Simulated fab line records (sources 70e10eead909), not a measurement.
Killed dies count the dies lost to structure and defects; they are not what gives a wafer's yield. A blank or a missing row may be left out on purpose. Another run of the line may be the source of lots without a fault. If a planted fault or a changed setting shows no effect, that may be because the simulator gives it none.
Problem report in the 8D (eight disciplines) form, filled by code :: flow nandHarc :: the parts of the form that need people (team, actions taken, sign-off) are left out

## 1. WHAT WENT WRONG
cdNm at NHARC_P_M2_CD_MEAS_09 reads a mean of 174.4 nm on 6 wafers of 2 lots; wafers without a fault read 169.8 nm with a standard deviation of 0.75. Relative to the usual mean, that is a shift of +6.1 standard deviations.
The step: target cd 170 nm.
The first sign was on wafer L454.2 at day 13 00:55, on cdSem-03. At this step, 30 wafers from 10 lots have a number in the record. Rule for "out" (also "out of limits"): further than 4 standard deviations from the usual mean. The rest of the wafers with a number are treated as sound.

## 2. WHAT THIS IS AND IS NOT
question: which readings at this step
is: cdNm
is not: -

question: which lots
is: L454, L455
is not: L438, L439, L443, L446, L452, L456, L459, L460

question: which wafers of those lots
is: all that have a number
is not: -

question: read on which gauges
is: cdSem-01, cdSem-03
is not: cdSem-02

question: when
is: from day 13 00:55
is not: up to then (15 sound wafers); but 9 sound wafers of L456, L459, L460 came after

## 3. SUSPECTS, AND WHAT RULES EACH OUT
Counting: a tool at any process step up to the reading remains a suspect when it ran all the lots that are out and ran no sound lot after the first of those.
- the gauge at NHARC_P_M2_CD_MEAS_09 is ruled out. 2 gauges (cdSem-01, cdSem-03) read the wafers that are out.
- lithoTrack-04 at NHARC_P_M2_PEB_07 (peb time 65 s): kept. It processed each lot that is out, first L454 at day 13 00:50, and no sound lot thereafter; up to then, the last sound lot it processed was L452 at day 12 13:05. Out on those wafers are its own readings of heaterPowerTotalW, plateTempC.
After counting, what remains is lithoTrack-04 at NHARC_P_M2_PEB_07.

## 4. THE CAUSE (what the simulator had put in)
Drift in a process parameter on lithoTrack-04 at NHARC_P_M2_PEB_07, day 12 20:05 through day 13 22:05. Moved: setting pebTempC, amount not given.
After counting, this tool was the only one left.

## 5. SEQUENCE OF EFFECTS, ordered by route
Each row: a reading whose mean over the struck wafers that have a number lies more than 3 standard deviations from the usual. Scope: only readings with a usual standard deviation given in the record; hours: median across lots of the time from each lot's start at the first step in this table that gives one to its start at this step; sigmas: change in usual standard deviations.
hours: 0
step: NHARC_P_M2_PEB_07
reading: heaterPowerTotalW
usual: 156.6 W
on struck wafers: 159.5
change: +2.9
sigmas: +6.8

hours: 0
step: NHARC_P_M2_PEB_07
reading: plateTempC
usual: 99.99 C
on struck wafers: 101.25
change: +1.26
sigmas: +10

hours: 0
step: NHARC_P_M2_CD_MEAS_09
reading: cdNm
usual: 169.8 nm
on struck wafers: 174.4
change: +4.6
sigmas: +6.1
Its process steps:
- NHARC_P_M2_PEB_07: peb time 65 s.
Later measuring or inspecting steps at which every struck wafer that the step has a row for has a number for every such reading, and none has moved that far: NHARC_END_SORT_01.

## 6. WHAT WOULD HAVE CAUGHT IT SOONER
5 hours passed between the start of the fault at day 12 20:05 and the first reading out of limits at a measuring or inspecting step in this record, taken at day 13 00:55.
At NHARC_P_M2_PEB_07, the tool's own readings (heaterPowerTotalW, plateTempC) were out on each struck wafer the step has a row for, so an alarm limit on them would have fired on the first such wafer.
Of the lots that are out (2), L455 began NHARC_P_M2_PEB_07 on lithoTrack-04 after day 13 00:55. A hold on the tool at that time would have spared it.
